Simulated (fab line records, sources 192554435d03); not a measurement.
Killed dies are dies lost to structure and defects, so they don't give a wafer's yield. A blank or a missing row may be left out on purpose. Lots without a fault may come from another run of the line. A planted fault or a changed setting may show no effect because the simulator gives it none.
One fault seen from 2 desks | flow n5_finfet | each desk has only its own numbers; what lay behind them comes last

THE TOOL OWNER'S DESK: rie_diel-04
The tool's own readings at N5_BEOL_M9_ETCH_41 (etches SiCN in CH3F/O2, target depth 36.6 nm, time 70.1 s): means of the sampled wafers that have a number, for each lot that ran on this tool. A lot is out of limits, marked OUT, if its mean lies more than 4 standard deviations from the usual mean; the brackets give that distance.
Columns: A = drypump_motor_current_A at N5_BEOL_M9_ETCH_41, usual 5.6 A; B = oes_product_au at N5_BEOL_M9_ETCH_41, usual 0.81 a.u.; C = rf_vpp_V at N5_BEOL_M9_ETCH_41, usual 297.7 V; D = showerhead_plenum_p_Torr at N5_BEOL_M9_ETCH_41, usual 2.02 Torr; E = throttle_valve_pct at N5_BEOL_M9_ETCH_41, usual 16.27 %
lot  | first seen here | A   | B    | C     | D    | E
L130 | day 11 08:53    | 5.4 | 0.78 | 297.1 | 2.02 | 16.27
L128 | day 11 18:37    | 5.0 | 0.85 | 298.7 | 2.06 | 16.02
L134 | day 12 18:08    | 5.3 | 0.85 | 298.6 | 2.07 | 16.31
L137 | day 13 09:43    | 5.2 | 0.85 | 299.9 | 2.10 | 15.90
L142 | day 14 15:06    | 5.4 | 1.02 | 297.8 | 2.07 | 16.25
L144 | day 15 22:12    | 5.4 | 1.08 | 299.0 | 2.07 | 16.26
This desk's finding: nothing out of limits on any of the 6 lots.

THE METROLOGY DESK
What the gauges read, lot by lot, whatever tool the lot ran on: means of the sampled wafers that have a number. A lot is out of limits, marked OUT, if its mean lies more than 4 standard deviations from the usual mean; the brackets give that distance.
Columns: A = V8_OVL at N5_BEOL_M9_OVL_MEAS_29, usual -0.2 nm
lot  | first seen here | A
L126 | day 11 03:06    | -0.1
L130 | day 11 08:28    | -0.4
L129 | day 11 15:32    | -0.3
L128 | day 11 18:13    | 0.0
L131 | day 11 22:03    | -0.6
L133 | day 12 15:32    | 0.5
L134 | day 12 17:41    | -0.6
L137 | day 13 09:16    | -0.2
L142 | day 14 14:35    | 0.4
L144 | day 15 21:25    | -0.4
L145 | day 16 22:28    | -0.2
This desk's finding: nothing out of limits on any of the 11 lots.

PUT TOGETHER
The tool owner's desk saw nothing out of limits.
The metrology desk saw nothing out of limits.

WHAT THE SIMULATOR HAD PUT IN
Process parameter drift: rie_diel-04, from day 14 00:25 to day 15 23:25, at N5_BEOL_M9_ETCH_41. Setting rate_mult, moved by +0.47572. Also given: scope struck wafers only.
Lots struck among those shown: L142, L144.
